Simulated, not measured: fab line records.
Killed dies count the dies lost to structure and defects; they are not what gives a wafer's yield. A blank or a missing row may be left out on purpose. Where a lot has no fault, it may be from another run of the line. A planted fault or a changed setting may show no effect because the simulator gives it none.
Split-lot study :: flow n5Finfet :: 36 wafers read from 7 lots, route of 1938 steps

## THE SPLIT ITSELF
At N5_PASSIVATION_DEVELOP_43 (develop time 60 s), the setting developTimeS was moved away from the recipe's 60 s on 11 of the 36 wafers read, by -49.3% to +34.6%. This setting was run at the recipe's value on the other wafers.

## BETWEEN THE SPLIT AND THE READING: the file shows 1 step in between
- N5_PASSIVATION_HARDBAKE_45: time 120 s

## THE READING
cdNm, in nm, at N5_PASSIVATION_CD_MEAS_44 (target cd 40000 nm). Typical for fault-free wafers on this fab line: 40002 nm, with standard deviation 3.7 nm.

wafer: L075.1
tool, chamber at the split: lithoTrack-04, 0
developTimeS as run, s: 60
against the recipe: recipe
cdNm, nm: 40001
against lot-mates on the recipe: -

wafer: L075.2
tool, chamber at the split: lithoTrack-04, 0
developTimeS as run, s: 60
against the recipe: recipe
cdNm, nm: 40007
against lot-mates on the recipe: -

wafer: L075.6
tool, chamber at the split: lithoTrack-04, 0
developTimeS as run, s: 60
against the recipe: recipe
cdNm, nm: 40003
against lot-mates on the recipe: -

wafer: L082.1
tool, chamber at the split: lithoTrack-04, 0
developTimeS as run, s: 80.76
against the recipe: +34.6%
cdNm, nm: 40020
against lot-mates on the recipe: +14

wafer: L082.2
tool, chamber at the split: lithoTrack-04, 0
developTimeS as run, s: 60
against the recipe: recipe
cdNm, nm: 40006
against lot-mates on the recipe: -

wafer: L082.3
tool, chamber at the split: lithoTrack-04, 0
developTimeS as run, s: 80.76
against the recipe: +34.6%
cdNm, nm: 40014
against lot-mates on the recipe: +8

wafer: L091.1
tool, chamber at the split: lithoTrack-01, 0
developTimeS as run, s: 60
against the recipe: recipe
cdNm, nm: 39997
against lot-mates on the recipe: -

wafer: L091.2
tool, chamber at the split: lithoTrack-01, 0
developTimeS as run, s: 60
against the recipe: recipe
cdNm, nm: 40007
against lot-mates on the recipe: -

wafer: L091.3
tool, chamber at the split: lithoTrack-01, 0
developTimeS as run, s: 60
against the recipe: recipe
cdNm, nm: 39997
against lot-mates on the recipe: -

wafer: L091.4
tool, chamber at the split: lithoTrack-01, 0
developTimeS as run, s: 60
against the recipe: recipe
cdNm, nm: 40000
against lot-mates on the recipe: -

wafer: L091.5
tool, chamber at the split: lithoTrack-01, 0
developTimeS as run, s: 60
against the recipe: recipe
cdNm, nm: 39996
against lot-mates on the recipe: -

wafer: L091.6
tool, chamber at the split: lithoTrack-01, 0
developTimeS as run, s: 60
against the recipe: recipe
cdNm, nm: 39997
against lot-mates on the recipe: -

wafer: L092.1
tool, chamber at the split: lithoTrack-01, 0
developTimeS as run, s: 60
against the recipe: recipe
cdNm, nm: 40008
against lot-mates on the recipe: -

wafer: L092.2
tool, chamber at the split: lithoTrack-01, 0
developTimeS as run, s: 35.64
against the recipe: -40.6%
cdNm, nm: 39976
against lot-mates on the recipe: -27

wafer: L092.3
tool, chamber at the split: lithoTrack-01, 0
developTimeS as run, s: 60
against the recipe: recipe
cdNm, nm: 40002
against lot-mates on the recipe: -

wafer: L092.4
tool, chamber at the split: lithoTrack-01, 0
developTimeS as run, s: 35.64
against the recipe: -40.6%
cdNm, nm: 39975
against lot-mates on the recipe: -28

wafer: L092.5
tool, chamber at the split: lithoTrack-01, 0
developTimeS as run, s: 35.64
against the recipe: -40.6%
cdNm, nm: 39978
against lot-mates on the recipe: -25

wafer: L092.6
tool, chamber at the split: lithoTrack-01, 0
developTimeS as run, s: 60
against the recipe: recipe
cdNm, nm: 39998
against lot-mates on the recipe: -

wafer: L088.1
tool, chamber at the split: lithoTrack-01, 0
developTimeS as run, s: 70.61
against the recipe: +17.7%
cdNm, nm: 40008
against lot-mates on the recipe: +7

wafer: L088.2
tool, chamber at the split: lithoTrack-01, 0
developTimeS as run, s: 70.61
against the recipe: +17.7%
cdNm, nm: 40009
against lot-mates on the recipe: +8

wafer: L088.3
tool, chamber at the split: lithoTrack-01, 0
developTimeS as run, s: 60
against the recipe: recipe
cdNm, nm: 39997
against lot-mates on the recipe: -

wafer: L088.4
tool, chamber at the split: lithoTrack-01, 0
developTimeS as run, s: 60
against the recipe: recipe
cdNm, nm: 40004
against lot-mates on the recipe: -

wafer: L088.5
tool, chamber at the split: lithoTrack-01, 0
developTimeS as run, s: 70.61
against the recipe: +17.7%
cdNm, nm: 40005
against lot-mates on the recipe: +4

wafer: L088.6
tool, chamber at the split: lithoTrack-01, 0
developTimeS as run, s: 60
against the recipe: recipe
cdNm, nm: 40001
against lot-mates on the recipe: -

wafer: L094.1
tool, chamber at the split: lithoTrack-04, 0
developTimeS as run, s: 60
against the recipe: recipe
cdNm, nm: 39997
against lot-mates on the recipe: -

wafer: L094.2
tool, chamber at the split: lithoTrack-04, 0
developTimeS as run, s: 60
against the recipe: recipe
cdNm, nm: 40005
against lot-mates on the recipe: -

wafer: L094.3
tool, chamber at the split: lithoTrack-04, 0
developTimeS as run, s: 60
against the recipe: recipe
cdNm, nm: 39999
against lot-mates on the recipe: -

wafer: L094.4
tool, chamber at the split: lithoTrack-04, 0
developTimeS as run, s: 60
against the recipe: recipe
cdNm, nm: 40002
against lot-mates on the recipe: -

wafer: L094.5
tool, chamber at the split: lithoTrack-04, 0
developTimeS as run, s: 60
against the recipe: recipe
cdNm, nm: 40005
against lot-mates on the recipe: -

wafer: L094.6
tool, chamber at the split: lithoTrack-04, 0
developTimeS as run, s: 60
against the recipe: recipe
cdNm, nm: 40001
against lot-mates on the recipe: -

wafer: L097.1
tool, chamber at the split: lithoTrack-04, 0
developTimeS as run, s: 30.45
against the recipe: -49.3%
cdNm, nm: 39977
against lot-mates on the recipe: -28

wafer: L097.2
tool, chamber at the split: lithoTrack-04, 0
developTimeS as run, s: 30.45
against the recipe: -49.3%
cdNm, nm: 39973
against lot-mates on the recipe: -32

wafer: L097.3
tool, chamber at the split: lithoTrack-04, 0
developTimeS as run, s: 30.45
against the recipe: -49.3%
cdNm, nm: 39977
against lot-mates on the recipe: -28

wafer: L097.4
tool, chamber at the split: lithoTrack-04, 0
developTimeS as run, s: 60
against the recipe: recipe
cdNm, nm: 40008
against lot-mates on the recipe: -

wafer: L097.5
tool, chamber at the split: lithoTrack-04, 0
developTimeS as run, s: 60
against the recipe: recipe
cdNm, nm: 40000
against lot-mates on the recipe: -

wafer: L097.6
tool, chamber at the split: lithoTrack-04, 0
developTimeS as run, s: 60
against the recipe: recipe
cdNm, nm: 40006
against lot-mates on the recipe: -

THE FIT
A straight line over all 36 wafers: cdNm changes by +0.526 nm for each +1% of developTimeS; r = +0.94; the points scatter about the line by 3.8 nm.
The same after taking each lot's own level away (the mean of its wafers on the recipe; 36 wafers): +0.542 nm for each +1%; r = +0.95; scatter 3.7 nm.
The reading moves by 27 nm for the largest change in developTimeS, on that fit.
The span of the lots' own levels, 39999.0 to 40006.0 nm, comes to 1.9 times the standard deviation stated above.
The two slopes are in agreement: the lot-to-lot level therefore moves the slope only a little.
Check: with one of the wafers moved furthest among these (-49.3%) left out of the fit, the line predicts -28 nm for it against its lot-mates. Against them it came out at -27.7 nm.

## OTHER SPLITS APPLIED TO THESE WAFERS
Other splits were also applied to these wafers ahead of the reading. Each is held against what the fit with the lots' levels taken away leaves over:
other split on the same wafers: N5_BEOL_M13_TRENCH_ETCH_34 timeS
wafers away from the commonest value: 14
r with cdNm (lot level and that fit taken away): -0.07

## FILE'S OWN FIT
cdNm changes by +0.566 nm for each +1% of developTimeS, r = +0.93.
